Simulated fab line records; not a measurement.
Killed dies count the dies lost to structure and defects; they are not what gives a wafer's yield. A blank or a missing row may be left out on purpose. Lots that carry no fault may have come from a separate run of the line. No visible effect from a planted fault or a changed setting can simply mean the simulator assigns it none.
Chamber matching	flow nand_harc	4 sister chambers for NHARC_P_BONDPAD_CMP_32 on cmp-04
The step polishes SiCN, target thk 200 nm. 4 wafers are shown with their chamber, then 9 later ones without.

## WAFERS, EACH WITH ITS CHAMBER
wafer	chamber	motor_current_A (A)
L084.5	2	11.4
L088.1	1	16.3
L088.4	3	12.2
L088.5	0	9.3

## WAFERS MISSING THEIR CHAMBER
wafer	motor_current_A (A)
L090.2	9.7
L090.3	12.2
L090.6	12.3
L091.2	12.5
L091.4	15.5
L091.5	15.9
L094.2	12.5
L094.4	10.0
L094.5	11.7

## THE CHAMBER EACH PASSED THROUGH
wafer	from the rows above	in truth
L090.2	0	0
L090.3	can't be placed: 3 or 2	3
L090.6	can't be placed: 3 or 2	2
L091.2	can't be placed: 3 or 2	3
L091.4	1	1
L091.5	1	1
L094.2	can't be placed: 3 or 2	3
L094.4	can't be placed: 0 or 2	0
L094.5	can't be placed: 2 or 3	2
Correct placement for 3 of the 9. These rows do not allow placing 6 (true chamber among the candidates in 6). Placed wrongly: 0.
How it was worked out, from the rows above alone: a wafer's distance from a chamber is the root of the sum, over the readings, of the square of ((its reading less the chamber's mean) divided by the reading's scatter). The wafer belongs to the nearest chamber; if the next one is less than 2 further off, it can't be placed. Each chamber's mean is taken over the wafers shown for it. The scatter: root of mean squared gap, hidden wafer to nearest shown wafer, with one shown wafer a chamber.
